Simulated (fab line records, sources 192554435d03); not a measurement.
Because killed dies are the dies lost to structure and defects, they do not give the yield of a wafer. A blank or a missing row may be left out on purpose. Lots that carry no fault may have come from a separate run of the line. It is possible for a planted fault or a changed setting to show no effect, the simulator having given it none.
Which of the tools did it? / flow n5-finfet / 27 wafers from 9 lots sampled at 5 of the route's 1938 steps

== WHAT THE GAUGES SHOWED, per wafer ==
N5_BEOL_M4_RC_MEAS_101. Usual: DIBL_N 37.1 mV/V, standard deviation 2.4; DIBL_P 37 mV/V, standard deviation 3; IOFF_N 0.18 nA/um, standard deviation 0.053; IOFF_P 0.21 nA/um, standard deviation 0.05; ION_N 674 uA/um, standard deviation 14; ION_P 459 uA/um, standard deviation 9.2; SS_N 72.1 mV/dec, standard deviation 0.9; SS_P 73.4 mV/dec, standard deviation 0.89; VT_N 250 mV, standard deviation 3.8; VT_P -251 mV, standard deviation 3.7.
lot=L232; measured=day 8 14:59; on=prober-01; DIBL_N (mV/V)=39.5 36.7 34.4; DIBL_P (mV/V)=40 37 33; IOFF_N (nA/um)=0.21 0.15 0.13; IOFF_P (nA/um)=0.29 0.22 0.17; ION_N (uA/um)=680 671 654; ION_P (uA/um)=466 461 450; SS_N (mV/dec)=72.7 71.6 71.9; SS_P (mV/dec)=74.0 73.3 71.9; VT_N (mV)=248 251 255; VT_P (mV)=-246 -251 -253; flag=
lot=L233; measured=day 9 08:23; on=prober-02; DIBL_N (mV/V)=35.7 37.7 34.8; DIBL_P (mV/V)=35 36 34; IOFF_N (nA/um)=0.16 0.19 0.14; IOFF_P (nA/um)=0.22 0.22 0.18; ION_N (uA/um)=671 677 656; ION_P (uA/um)=464 461 455; SS_N (mV/dec)=71.8 72.6 71.9; SS_P (mV/dec)=72.9 73.0 72.3; VT_N (mV)=249 251 253; VT_P (mV)=-249 -249 -249; flag=
lot=L234; measured=day 9 13:48; on=prober-01; DIBL_N (mV/V)=37.7 36.7 37.9; DIBL_P (mV/V)=39 37 38; IOFF_N (nA/um)=0.20 0.19 0.20; IOFF_P (nA/um)=0.25 0.23 0.23; ION_N (uA/um)=688 681 664; ION_P (uA/um)=467 464 453; SS_N (mV/dec)=71.6 72.0 73.0; SS_P (mV/dec)=73.7 72.7 73.8; VT_N (mV)=248 245 247; VT_P (mV)=-248 -248 -248; flag=
lot=L237; measured=day 9 18:23; on=prober-01; DIBL_N (mV/V)=37.7 34.9 36.0; DIBL_P (mV/V)=40 36 36; IOFF_N (nA/um)=0.19 0.13 0.16; IOFF_P (nA/um)=0.22 0.18 0.18; ION_N (uA/um)=671 657 679; ION_P (uA/um)=459 450 457; SS_N (mV/dec)=72.5 71.4 72.1; SS_P (mV/dec)=74.4 73.3 72.9; VT_N (mV)=250 253 250; VT_P (mV)=-251 -253 -254; flag=
lot=L241; measured=day 10 18:53; on=prober-02; DIBL_N (mV/V)=37.4 37.3 38.5; DIBL_P (mV/V)=35 39 39; IOFF_N (nA/um)=0.20 0.17 0.20; IOFF_P (nA/um)=0.18 0.22 0.22; ION_N (uA/um)=679 670 672; ION_P (uA/um)=453 455 449; SS_N (mV/dec)=72.4 71.4 73.4; SS_P (mV/dec)=73.6 74.0 74.6; VT_N (mV)=248 251 250; VT_P (mV)=-253 -252 -251; flag=
lot=L242; measured=day 10 18:41; on=prober-01; DIBL_N (mV/V)=35.6 38.3 37.2; DIBL_P (mV/V)=36 37 38; IOFF_N (nA/um)=0.17 0.21 0.22; IOFF_P (nA/um)=0.20 0.21 0.23; ION_N (uA/um)=678 674 698; ION_P (uA/um)=462 466 465; SS_N (mV/dec)=72.4 73.2 71.5; SS_P (mV/dec)=73.2 73.6 74.4; VT_N (mV)=250 247 244; VT_P (mV)=-251 -248 -250; flag=
lot=L251; measured=day 13 00:14; on=prober-02; DIBL_N (mV/V)=41.6 35.2 39.3; DIBL_P (mV/V)=41 35 38; IOFF_N (nA/um)=0.28 0.14 0.24; IOFF_P (nA/um)=0.27 0.17 0.23; ION_N (uA/um)=683 651 682; ION_P (uA/um)=463 446 461; SS_N (mV/dec)=73.6 71.9 73.2; SS_P (mV/dec)=75.0 72.9 74.9; VT_N (mV)=243 255 247; VT_P (mV)=-248 -255 -251; flag=
lot=L253; measured=day 13 21:37; on=prober-01; DIBL_N (mV/V)=36.6 34.7 34.5; DIBL_P (mV/V)=37 35 35; IOFF_N (nA/um)=0.17 0.14 0.14; IOFF_P (nA/um)=0.18 0.16 0.16; ION_N (uA/um)=682 665 670; ION_P (uA/um)=459 446 458; SS_N (mV/dec)=72.2 71.2 70.7; SS_P (mV/dec)=72.7 73.3 73.3; VT_N (mV)=251 251 252; VT_P (mV)=-256 -255 -258; flag=
lot=L254; measured=day 14 00:27; on=prober-01; DIBL_N (mV/V)=34.9 37.6 37.8; DIBL_P (mV/V)=35 38 39; IOFF_N (nA/um)=0.13 0.16 0.19; IOFF_P (nA/um)=0.16 0.19 0.22; ION_N (uA/um)=662 662 681; ION_P (uA/um)=456 448 460; SS_N (mV/dec)=71.0 71.7 71.8; SS_P (mV/dec)=73.0 73.5 73.7; VT_N (mV)=254 254 249; VT_P (mV)=-253 -253 -252; flag=

== WHICH TOOL RAN EACH LOT (tool, then ch and the chambers of the sampled wafers, then the start) ==
lot=L232; N5_SPACER0_ALD_08=ald-sin-03 ch 0,2, day 3 09:44; N5_SD_EPI_N_ETCH_34=rie-diel-02 ch 0,1,2, day 3 10:49; N5_SD_EPI_N_ETCH_45=rie-diel-02 ch 0,1,2, day 3 11:18; N5_SD_EPI_N_SD_RECESS_17=rie-si-05 ch 0,1,2, day 3 11:28
lot=L233; N5_SPACER0_ALD_08=ald-sin-01 ch 2,3, day 3 14:32; N5_SD_EPI_N_ETCH_34=rie-diel-06 ch 0,2,3, day 3 15:13; N5_SD_EPI_N_ETCH_45=rie-diel-06 ch 0,2,3, day 3 15:41; N5_SD_EPI_N_SD_RECESS_17=rie-si-04 ch 0,2, day 3 15:52
lot=L234; N5_SPACER0_ALD_08=ald-sin-03 ch 2,3, day 3 17:16; N5_SD_EPI_N_ETCH_34=rie-diel-06 ch 1,2,3, day 3 18:08; N5_SD_EPI_N_ETCH_45=rie-diel-06 ch 1,2,3, day 3 18:37; N5_SD_EPI_N_SD_RECESS_17=rie-si-04 ch 1,3, day 3 18:47
lot=L237; N5_SPACER0_ALD_08=ald-sin-04 ch 0,2, day 4 12:37; N5_SD_EPI_N_ETCH_34=rie-diel-02 ch 0,3, day 4 13:18; N5_SD_EPI_N_ETCH_45=rie-diel-02 ch 0,3, day 4 13:47; N5_SD_EPI_N_SD_RECESS_17=rie-si-04 ch 0,2,3, day 4 13:57
lot=L241; N5_SPACER0_ALD_08=ald-sin-01 ch 0,2,3, day 5 14:00; N5_SD_EPI_N_ETCH_34=rie-diel-02 ch 0,2,3, day 5 14:41; N5_SD_EPI_N_ETCH_45=rie-diel-02 ch 0,2,3, day 5 15:10; N5_SD_EPI_N_SD_RECESS_17=rie-si-05 ch 0,1,3, day 5 15:20
lot=L242; N5_SPACER0_ALD_08=ald-sin-04 ch 1,2, day 5 20:40; N5_SD_EPI_N_ETCH_34=rie-diel-02 ch 0,2,3, day 5 21:14; N5_SD_EPI_N_ETCH_45=rie-diel-02 ch 0,2,3, day 5 21:44; N5_SD_EPI_N_SD_RECESS_17=rie-si-05 ch 1,2,3, day 5 21:52
lot=L251; N5_SPACER0_ALD_08=ald-sin-04 ch 2,3, day 8 00:48; N5_SD_EPI_N_ETCH_34=rie-diel-05 ch 0,1,3, day 8 01:40; N5_SD_EPI_N_ETCH_45=rie-diel-05 ch 0,1,3, day 8 02:09; N5_SD_EPI_N_SD_RECESS_17=rie-si-05 ch 2,3, day 8 02:19
lot=L253; N5_SPACER0_ALD_08=ald-sin-04 ch 0,3, day 8 13:02; N5_SD_EPI_N_ETCH_34=rie-diel-05 ch 1,2,3, day 8 14:08; N5_SD_EPI_N_ETCH_45=rie-diel-05 ch 1,2,3, day 8 14:37; N5_SD_EPI_N_SD_RECESS_17=rie-si-03 ch 0,1,3, day 8 14:47
lot=L254; N5_SPACER0_ALD_08=ald-sin-04 ch 1,2,3, day 8 17:30; N5_SD_EPI_N_ETCH_34=rie-diel-05 ch 0,2,3, day 8 18:31; N5_SD_EPI_N_ETCH_45=rie-diel-05 ch 0,2,3, day 8 18:59; N5_SD_EPI_N_SD_RECESS_17=rie-si-05 ch 1,2, day 8 19:10
- N5_SPACER0_ALD_08: deposits SiNx, target thk 2 nm.
- N5_SD_EPI_N_ETCH_34: etches SiARC in CF4, target depth 45.5 nm, time 75.8 s.
- N5_SD_EPI_N_ETCH_45: etches SiOCN in CH3F/O2, target depth 6 nm.
- N5_SD_EPI_N_SD_RECESS_17: chemistry HBr/Cl2/O2, target depth 41 nm, time 23.7 s, bt time 3 s.

== AS READ BY THE TOOLS THEMSELVES (means over the sampled wafers that have a number; for cases with no such wafer, the mark the record gives instead) ==
N5_SPACER0_ALD_08. Usual: heater-power-w 859 W, standard deviation 60.
lot=L232; tool=ald-sin-03; heater-power-w (W)=793; flag=
lot=L233; tool=ald-sin-01; heater-power-w (W)=900; flag=
lot=L234; tool=ald-sin-03; heater-power-w (W)=905; flag=
lot=L237; tool=ald-sin-04; heater-power-w (W)=795; flag=
lot=L241; tool=ald-sin-01; heater-power-w (W)=900; flag=
lot=L242; tool=ald-sin-04; heater-power-w (W)=808; flag=
lot=L251; tool=ald-sin-04; heater-power-w (W)=859; flag=
lot=L253; tool=ald-sin-04; heater-power-w (W)=849; flag=
lot=L254; tool=ald-sin-04; heater-power-w (W)=857; flag=

N5_SD_EPI_N_ETCH_34. Usual: for cf4-flow-sccm, 100.01 sccm with a standard deviation of 0.3; for drypump-motor-current-A, 5.6 A with a standard deviation of 0.58; for etch-rf-on-time-s, 76.3 s with a standard deviation of 1.9; for oes-product-au, 0.67 a.u. with a standard deviation of 0.073; for rf-vpp-V, 184.4 V with a standard deviation of 1.2; for showerhead-plenum-p-Torr, 2.15 Torr with a standard deviation of 0.066; for throttle-valve-pct, 15.58 % with a standard deviation of 0.22.
lot=L232; tool=rie-diel-02; cf4-flow-sccm (sccm)=99.98; drypump-motor-current-A (A)=5.2; etch-rf-on-time-s (s)=74.8; oes-product-au (a.u.)=0.71; rf-vpp-V (V)=184.5; showerhead-plenum-p-Torr (Torr)=2.19; throttle-valve-pct (%)=15.41; flag=
lot=L233; tool=rie-diel-06; cf4-flow-sccm (sccm)=100.18; drypump-motor-current-A (A)=5.6; etch-rf-on-time-s (s)=74.9; oes-product-au (a.u.)=0.66; rf-vpp-V (V)=183.8; showerhead-plenum-p-Torr (Torr)=2.08; throttle-valve-pct (%)=15.56; flag=
lot=L234; tool=rie-diel-06; cf4-flow-sccm (sccm)=99.82; drypump-motor-current-A (A)=5.9; etch-rf-on-time-s (s)=76.7; oes-product-au (a.u.)=0.60; rf-vpp-V (V)=184.1; showerhead-plenum-p-Torr (Torr)=2.12; throttle-valve-pct (%)=15.75; flag=
lot=L237; tool=rie-diel-02; cf4-flow-sccm (sccm)=99.90; drypump-motor-current-A (A)=5.8; etch-rf-on-time-s (s)=74.6; oes-product-au (a.u.)=0.68; rf-vpp-V (V)=184.2; showerhead-plenum-p-Torr (Torr)=2.15; throttle-valve-pct (%)=15.52; flag=
lot=L241; tool=rie-diel-02; cf4-flow-sccm (sccm)=99.85; drypump-motor-current-A (A)=5.6; etch-rf-on-time-s (s)=93.6; oes-product-au (a.u.)=0.60; rf-vpp-V (V)=183.9; showerhead-plenum-p-Torr (Torr)=2.17; throttle-valve-pct (%)=15.48; flag=OFF
lot=L242; tool=rie-diel-02; cf4-flow-sccm (sccm)=100.04; drypump-motor-current-A (A)=5.5; etch-rf-on-time-s (s)=93.4; oes-product-au (a.u.)=0.59; rf-vpp-V (V)=184.9; showerhead-plenum-p-Torr (Torr)=2.17; throttle-valve-pct (%)=15.49; flag=OFF
lot=L251; tool=rie-diel-05; cf4-flow-sccm (sccm)=99.97; drypump-motor-current-A (A)=5.5; etch-rf-on-time-s (s)=77.3; oes-product-au (a.u.)=0.68; rf-vpp-V (V)=184.2; showerhead-plenum-p-Torr (Torr)=2.09; throttle-valve-pct (%)=15.57; flag=
lot=L253; tool=rie-diel-05; cf4-flow-sccm (sccm)=99.81; drypump-motor-current-A (A)=5.9; etch-rf-on-time-s (s)=78.0; oes-product-au (a.u.)=0.70; rf-vpp-V (V)=184.1; showerhead-plenum-p-Torr (Torr)=2.16; throttle-valve-pct (%)=15.57; flag=
lot=L254; tool=rie-diel-05; cf4-flow-sccm (sccm)=100.27; drypump-motor-current-A (A)=5.9; etch-rf-on-time-s (s)=77.4; oes-product-au (a.u.)=0.73; rf-vpp-V (V)=184.5; showerhead-plenum-p-Torr (Torr)=2.15; throttle-valve-pct (%)=15.50; flag=

N5_SD_EPI_N_ETCH_45. Usual: O2_flow_sccm 19.99 sccm, standard deviation 0.06; drypump-motor-current-A 5.6 A, standard deviation 0.58; oes-product-au 0.78 a.u., standard deviation 0.088; rf-vpp-V 127.3 V, standard deviation 0.99; showerhead-plenum-p-Torr 2.00 Torr, standard deviation 0.067; throttle-valve-pct 23.24 %, standard deviation 0.26.
lot=L232; tool=rie-diel-02; O2_flow_sccm (sccm)=19.97; drypump-motor-current-A (A)=5.2; oes-product-au (a.u.)=0.80; rf-vpp-V (V)=128.0; showerhead-plenum-p-Torr (Torr)=2.04; throttle-valve-pct (%)=23.04; flag=
lot=L233; tool=rie-diel-06; O2_flow_sccm (sccm)=19.98; drypump-motor-current-A (A)=5.6; oes-product-au (a.u.)=0.79; rf-vpp-V (V)=126.8; showerhead-plenum-p-Torr (Torr)=1.93; throttle-valve-pct (%)=23.15; flag=
lot=L234; tool=rie-diel-06; O2_flow_sccm (sccm)=20.01; drypump-motor-current-A (A)=5.9; oes-product-au (a.u.)=0.69; rf-vpp-V (V)=127.2; showerhead-plenum-p-Torr (Torr)=1.97; throttle-valve-pct (%)=23.44; flag=
lot=L237; tool=rie-diel-02; O2_flow_sccm (sccm)=20.00; drypump-motor-current-A (A)=5.8; oes-product-au (a.u.)=0.79; rf-vpp-V (V)=126.9; showerhead-plenum-p-Torr (Torr)=2.00; throttle-valve-pct (%)=23.19; flag=
lot=L241; tool=rie-diel-02; O2_flow_sccm (sccm)=19.98; drypump-motor-current-A (A)=5.6; oes-product-au (a.u.)=0.78; rf-vpp-V (V)=127.2; showerhead-plenum-p-Torr (Torr)=2.03; throttle-valve-pct (%)=23.10; flag=
lot=L242; tool=rie-diel-02; O2_flow_sccm (sccm)=19.94; drypump-motor-current-A (A)=5.6; oes-product-au (a.u.)=0.78; rf-vpp-V (V)=127.8; showerhead-plenum-p-Torr (Torr)=2.03; throttle-valve-pct (%)=23.11; flag=
lot=L251; tool=rie-diel-05; O2_flow_sccm (sccm)=19.92; drypump-motor-current-A (A)=5.6; oes-product-au (a.u.)=0.80; rf-vpp-V (V)=127.6; showerhead-plenum-p-Torr (Torr)=1.94; throttle-valve-pct (%)=23.31; flag=
lot=L253; tool=rie-diel-05; O2_flow_sccm (sccm)=20.02; drypump-motor-current-A (A)=5.9; oes-product-au (a.u.)=0.82; rf-vpp-V (V)=128.3; showerhead-plenum-p-Torr (Torr)=2.01; throttle-valve-pct (%)=23.37; flag=
lot=L254; tool=rie-diel-05; O2_flow_sccm (sccm)=19.98; drypump-motor-current-A (A)=5.8; oes-product-au (a.u.)=0.86; rf-vpp-V (V)=127.6; showerhead-plenum-p-Torr (Torr)=1.99; throttle-valve-pct (%)=23.28; flag=

N5_SD_EPI_N_SD_RECESS_17. Usual: O2_flow_sccm 12.00 sccm, standard deviation 0.034; drypump-motor-current-A 5.6 A, standard deviation 0.45; oes-product-au 1.005 a.u., standard deviation 0.014; throttle-valve-pct 37.1 %, standard deviation 0.44.
lot=L232; tool=rie-si-05; O2_flow_sccm (sccm)=11.99; drypump-motor-current-A (A)=5.5; oes-product-au (a.u.)=1.010; throttle-valve-pct (%)=37.1; flag=
lot=L233; tool=rie-si-04; O2_flow_sccm (sccm)=12.02; drypump-motor-current-A (A)=5.4; oes-product-au (a.u.)=1.006; throttle-valve-pct (%)=36.8; flag=
lot=L234; tool=rie-si-04; O2_flow_sccm (sccm)=12.01; drypump-motor-current-A (A)=5.9; oes-product-au (a.u.)=1.005; throttle-valve-pct (%)=37.6; flag=
lot=L237; tool=rie-si-04; O2_flow_sccm (sccm)=12.02; drypump-motor-current-A (A)=5.4; oes-product-au (a.u.)=0.995; throttle-valve-pct (%)=37.1; flag=
lot=L241; tool=rie-si-05; O2_flow_sccm (sccm)=11.99; drypump-motor-current-A (A)=5.5; oes-product-au (a.u.)=1.014; throttle-valve-pct (%)=37.4; flag=
lot=L242; tool=rie-si-05; O2_flow_sccm (sccm)=11.98; drypump-motor-current-A (A)=5.3; oes-product-au (a.u.)=1.008; throttle-valve-pct (%)=37.1; flag=
lot=L251; tool=rie-si-05; O2_flow_sccm (sccm)=12.05; drypump-motor-current-A (A)=5.3; oes-product-au (a.u.)=0.993; throttle-valve-pct (%)=37.0; flag=
lot=L253; tool=rie-si-03; O2_flow_sccm (sccm)=12.01; drypump-motor-current-A (A)=5.6; oes-product-au (a.u.)=0.995; throttle-valve-pct (%)=36.8; flag=
lot=L254; tool=rie-si-05; O2_flow_sccm (sccm)=11.99; drypump-motor-current-A (A)=5.4; oes-product-au (a.u.)=1.014; throttle-valve-pct (%)=37.1; flag=

== THE ANSWER, worked out from the rows above alone ==
Rule: a lot counts as off when the mean over its wafers that have a number is more than 3 standard deviations away from the usual mean. Also off: a lot with no number at a reading for which 4 or more lots have one. The other lots that the step has rows for count as sound. First the gauges in route order, then the tools' own readings, where a lot's mean is used as printed above. The first step at which some lot is off is used, and at that step the reading that is off furthest; a lot without a number counts as furthest.
Off: L241, L242 (N5_SD_EPI_N_ETCH_34, etch-rf-on-time-s).
If a tool, at that step or one of the process steps before it, ran each lot that is off and ran no sound lot following the first of them, it fits. One candidate fits, namely rie-diel-02 at N5_SD_EPI_N_ETCH_34. Its last sound lot is L237 (day 4 13:18), its first lot that is off L241 (day 5 14:41): a fault that began between those two fits.
On the lots that are off, the tool's own readings at N5_SD_EPI_N_ETCH_34 differ by more than 5 times the standard deviation of the sound lots' means, which bears it out; etch-rf-on-time-s reads 93.5 s there versus 76.2 s on the sound lots.

== WHAT THE SIMULATOR PUT IN ==
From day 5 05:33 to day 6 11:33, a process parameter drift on rie-diel-02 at N5_SD_EPI_N_ETCH_34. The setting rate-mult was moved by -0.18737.
Shown lots that were struck: L242, L241. Same finding as the rule above.
